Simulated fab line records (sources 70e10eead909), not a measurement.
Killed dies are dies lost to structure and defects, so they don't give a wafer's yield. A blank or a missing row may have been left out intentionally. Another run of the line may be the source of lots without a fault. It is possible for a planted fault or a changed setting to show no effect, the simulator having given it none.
Which of the tools did it?	flow nand harc	11 lots with 33 wafers sampled at 5 steps, on a route of 1302 steps

## WHAT THE GAUGES SHOWED, per wafer
NHARC_END_SORT_01. Usual: killed at array 56, standard deviation 19; killed at other 0.8, standard deviation 1.1; killed at periphery 3.4, standard deviation 2.5; killed dies 60, standard deviation 19; killed open 2.9, standard deviation 1.7; killed short 2.4, standard deviation 1.6.
lot	measured	on	killed at array	killed at other	killed at periphery	killed dies	killed open	killed short	flag
L690	day 24 08:58	prober-02	21 22 18	0 0 0	3 2 0	24 24 18	1 1 2	2 3 0	
L691	day 25 01:17	prober-01	60 80 61	0 0 0	3 4 2	63 84 63	1 5 0	2 6 1	
L692	day 25 09:04	prober-01	56 67 70	1 0 0	2 4 0	59 71 70	3 2 2	1 2 3	
L694	day 26 04:05	prober-01	62 75 65	0 0 0	0 0 4	62 75 69	2 1 3	2 1 2	
L695	day 27 07:38	prober-01	53 52 63	3 1 3	4 1 2	60 54 68	7 4 3	6 2 4	
L697	day 27 08:28	prober-02	66 75 67	1 2 1	9 10 3	76 87 71	3 4 4	1 4 2	
L703	day 30 13:02	prober-01	42 39 676	0 1 0	1 3 1	43 43 677	2 5 1	2 1 2	OFF
L704	day 30 14:42	prober-02	21 24 673	0 1 0	6 6 4	27 31 677	3 6 4	2 2 1	OFF
L711	day 33 12:05	prober-02	50 61 60	1 0 2	4 2 1	55 63 63	2 4 1	1 3 3	
L712	day 34 02:20	prober-01	38 40 39	0 2 1	5 4 1	43 46 41	1 1 2	4 3 1	
L713	day 34 17:55	prober-02	58 57 52	3 1 0	1 4 3	62 62 55	0 8 4	3 1 2	

## EACH LOT AND THE TOOL THAT RAN IT (in order: tool; ch and the chambers of the sampled wafers; start)
lot	NHARC_A_CONTACT_ETCH_88	NHARC_A_CONTACT_ETCH_134	NHARC_A_CONTACT_ETCH_98	NHARC_A_CONTACT_ETCH_110
L690	rie diel-03 ch 0,2,3, day 22 02:32	har cap etch-02 ch 0,1, day 22 03:37	rie diel-12 ch 0,1,2, day 22 05:37	rie diel-03 ch 0,1, day 22 06:00
L691	rie diel-03 ch 1,2, day 22 21:07	har cap etch-02 ch 0,1, day 22 22:47	rie diel-03 ch 0,2,3, day 23 00:41	rie diel-03 ch 2,3, day 23 01:04
L692	rie diel-02 ch 0,3, day 23 04:26	har cap etch-02 ch 0,1, day 23 05:32	rie diel-02 ch 0,3, day 23 07:29	rie diel-03 ch 1,2,3, day 23 07:52
L694	rie diel-03 ch 0,3, day 23 21:12	har cap etch-01 ch 0,1, day 23 22:20	rie diel-02 ch 0,2,3, day 24 00:13	rie diel-03 ch 0,1,2, day 24 00:37
L695	rie diel-03 ch 0,2,3, day 24 08:05	har cap etch-03 ch 0,1, day 24 09:10	rie diel-03 ch 0,1,3, day 24 11:07	rie diel-02 ch 0,1,2, day 24 11:32
L697	rie diel-03 ch 1,2,3, day 24 22:01	har cap etch-03 ch 1, day 24 23:06	rie diel-03 ch 0,2,3, day 25 01:03	rie diel-03 ch 0,2,3, day 25 01:26
L703	rie diel-12 ch 0,1,3, day 28 07:17	har cap etch-01 ch 0,1, day 28 08:20	rie diel-03 ch 0,1,3, day 28 10:56	rie diel-03 ch 1,2,3, day 28 11:31
L704	rie diel-03 ch 0,1,2, day 28 11:48	har cap etch-03 ch 0,1, day 28 13:13	rie diel-03 ch 0,1,3, day 28 15:06	rie diel-03 ch 0,1,2, day 28 15:28
L711	rie diel-03 ch 0,1, day 31 07:43	har cap etch-02 ch 1, day 31 08:56	rie diel-12 ch 1,2,3, day 31 10:58	rie diel-12 ch 0,1,2, day 31 11:26
L712	rie diel-03 ch 0,3, day 31 21:15	har cap etch-01 ch 0,1, day 31 22:59	rie diel-12 ch 0,1,3, day 32 00:56	rie diel-02 ch 2,3, day 32 01:20
L713	rie diel-03 ch 0,2,3, day 32 13:14	har cap etch-01 ch 0,1, day 32 14:40	rie diel-03 ch 1,2, day 32 16:35	rie diel-03 ch 1,2,3, day 32 16:58
- NHARC_A_CONTACT_ETCH_88: etches the open film in CF4, target depth 39 nm, time 65 s.
- NHARC_A_CONTACT_ETCH_134: etches the open film in C4F8/O2/Ar, time 140 s, target depth 700 nm.
- NHARC_A_CONTACT_ETCH_98: etches the open film in C4F6/O2, target depth 20 nm, time 10 s.
- NHARC_A_CONTACT_ETCH_110: etches the open film in CF4/O2, target depth 60 nm, overetch 6 nm, time 33 s.

## WHAT THE TOOLS THEMSELVES READ (means of the sampled wafers that have a number; where no wafer has one, the mark that the record gives instead)
NHARC_A_CONTACT_ETCH_88. Usual: drypump motor current A 5.7 A, standard deviation 0.41; mfc ar sccm 0.010 sccm, standard deviation 0.014; oes product au 1.003 a.u., standard deviation 0.01; rf vpp V 150.9 V, standard deviation 0.84; showerhead plenum p Torr 1.737 Torr, standard deviation 0.029; throttle valve pct 13.285 %, standard deviation 0.0098.
lot	tool	drypump motor current A (A)	mfc ar sccm (sccm)	oes product au (a.u.)	rf vpp V (V)	showerhead plenum p Torr (Torr)	throttle valve pct (%)	flag
L690	rie diel-03	5.7	0.013	1.009	150.4	1.742	13.285	
L691	rie diel-03	6.1	0.000	1.010	150.8	1.717	13.278	
L692	rie diel-02	5.5	0.000	1.004	152.5	1.834	13.278	OFF
L694	rie diel-03	5.4	0.015	1.004	151.0	1.754	13.293	
L695	rie diel-03	5.7	0.013	0.994	151.5	1.739	13.291	
L697	rie diel-03	5.7	0.011	1.001	150.9	1.730	13.281	
L703	rie diel-12	5.8	0.012	0.992	152.0	1.808	13.287	
L704	rie diel-03	5.8	0.002	0.990	150.9	1.725	13.287	
L711	rie diel-03	5.5	0.002	0.999	150.3	1.727	13.286	
L712	rie diel-03	5.3	0.024	1.001	150.9	1.746	13.291	
L713	rie diel-03	5.7	0.013	1.002	150.9	1.730	13.282	

NHARC_A_CONTACT_ETCH_98. Usual: drypump motor current A 5.7 A, standard deviation 0.33; mfc ar sccm 500.0 sccm, standard deviation 1.4; oes product au 0.956 a.u., standard deviation 0.02; rf vpp V 546.5 V, standard deviation 2.4; showerhead plenum p Torr 3.91 Torr, standard deviation 0.11; throttle valve pct 26.902 %, standard deviation 0.0087.
lot	tool	drypump motor current A (A)	mfc ar sccm (sccm)	oes product au (a.u.)	rf vpp V (V)	showerhead plenum p Torr (Torr)	throttle valve pct (%)	flag
L690	rie diel-12	5.8	501.4	0.957	547.2	3.97	26.900	
L691	rie diel-03	5.7	498.5	0.965	545.5	3.86	26.903	
L692	rie diel-02	5.6	500.2	0.961	550.0	4.06	26.905	
L694	rie diel-02	5.8	499.9	0.946	548.3	3.99	26.904	
L695	rie diel-03	5.5	499.3	0.953	546.0	3.87	26.897	
L697	rie diel-03	5.7	501.1	0.951	545.3	3.86	26.899	
L703	rie diel-03	5.4	502.6	0.866	544.9	3.86	26.907	OFF
L704	rie diel-03	5.5	499.7	0.854	545.4	3.86	26.900	OFF
L711	rie diel-12	5.8	499.3	0.958	548.4	4.01	26.902	
L712	rie diel-12	5.8	501.1	0.950	548.7	3.99	26.911	
L713	rie diel-03	5.9	499.1	0.984	544.5	3.80	26.898	

NHARC_A_CONTACT_ETCH_110. Usual: drypump motor current A 5.7 A, standard deviation 0.39; mfc ar sccm 0.008 sccm, standard deviation 0.013; oes product au 1.002 a.u., standard deviation 0.0094; rf vpp V 197.4 V, standard deviation 1.1; showerhead plenum p Torr 1.31 Torr, standard deviation 0.034; throttle valve pct 13.397 %, standard deviation 0.0092.
lot	tool	drypump motor current A (A)	mfc ar sccm (sccm)	oes product au (a.u.)	rf vpp V (V)	showerhead plenum p Torr (Torr)	throttle valve pct (%)	flag
L690	rie diel-03	5.5	0.003	1.010	196.6	1.31	13.397	
L691	rie diel-03	6.0	0.011	1.004	197.1	1.30	13.395	
L692	rie diel-03	5.7	0.011	1.001	197.1	1.31	13.398	
L694	rie diel-03	5.8	0.002	1.010	196.8	1.30	13.393	
L695	rie diel-02	5.8	0.001	1.005	196.6	1.32	13.394	
L697	rie diel-03	5.7	0.013	1.000	197.1	1.31	13.394	
L703	rie diel-03	5.8	0.011	1.008	196.4	1.30	13.397	
L704	rie diel-03	5.8	0.002	0.990	197.7	1.30	13.395	
L711	rie diel-12	5.7	0.012	0.999	198.6	1.34	13.390	
L712	rie diel-02	5.4	0.001	0.998	198.0	1.33	13.393	
L713	rie diel-03	5.7	0.011	0.995	197.1	1.30	13.392	

## THE ANSWER, worked out from the rows above alone
Rule: a lot counts as off when the mean over its wafers that have a number is more than 3 standard deviations away from the usual mean. A lot without any number at a reading at which 4 lots or more have one is off too. Where the step has rows for the other lots, those lots are counted as sound. First the gauges in route order, then the tools' own readings, where a lot's mean is used as printed above. At the first step where some lot is off, the reading lying furthest off is the one used; lots without a number count as furthest.
Off: L703, L704 (NHARC_END_SORT_01, killed at array).
If a tool, at a process step before that reading, ran all the lots that are off and no sound lot after the first of them, it fits. Not tried: the gauges at NHARC_END_SORT_01; whatever is off there is also off at NHARC_A_CONTACT_ETCH_98, on other tools, and gauge error can't account for it. No candidate that was tried fits.

## WHAT THE SIMULATOR HAD INSERTED
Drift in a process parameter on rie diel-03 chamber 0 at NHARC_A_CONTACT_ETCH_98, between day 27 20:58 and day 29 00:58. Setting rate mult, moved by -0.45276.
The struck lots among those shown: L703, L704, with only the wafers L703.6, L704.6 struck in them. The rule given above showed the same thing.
